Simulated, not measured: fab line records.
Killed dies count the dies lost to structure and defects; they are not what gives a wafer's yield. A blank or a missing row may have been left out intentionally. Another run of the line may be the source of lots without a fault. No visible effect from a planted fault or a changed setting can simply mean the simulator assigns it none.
Matching of chambers	flow n5-finfet	N5_BEOL_M11_PECVD_70 on pecvd-01 has 3 sister chambers
The step deposits SiO2 from TEOS/O2, target thk 20 nm, time 22.7 s. 3 wafers are shown with their chamber, then 8 later ones without.

WAFERS PAIRED WITH THEIR CHAMBERS
wafer	chamber	throttle-valve-pct (%)
L088.1	2	22.3
L088.6	0	22.4
L093.1	1	26.2

WAFERS WHOSE CHAMBER IS MISSING
wafer	throttle-valve-pct (%)
L093.5	22.4
L093.6	26.2
L095.1	22.4
L095.3	26.1
L095.5	22.0
L097.2	22.1
L097.3	22.5
L097.4	22.5

WHICH CHAMBER EACH ONE RAN IN
wafer	from the rows above	in truth
L093.5	can't be placed: 0 or 2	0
L093.6	1	1
L095.1	can't be placed: 0 or 2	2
L095.3	1	1
L095.5	can't be placed: 2 or 0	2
L097.2	can't be placed: 2 or 0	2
L097.3	can't be placed: 0 or 2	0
L097.4	can't be placed: 0 or 2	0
Correct placement for 2 of the 8. Can't be placed from these rows: 6 (the true chamber is among the candidates in 6). Placed wrongly: 0.
How it was worked out, from the rows above alone: a wafer's distance from a chamber is the root of the sum, over the readings, of the square of ((its reading less the chamber's mean) divided by the reading's scatter). The wafer belongs to the nearest chamber; if the next one is less than 2 further off, it can't be placed. Each chamber's mean is taken over the wafers shown for it. The scatter: root of mean squared gap, hidden wafer to nearest shown wafer, with one shown wafer a chamber.
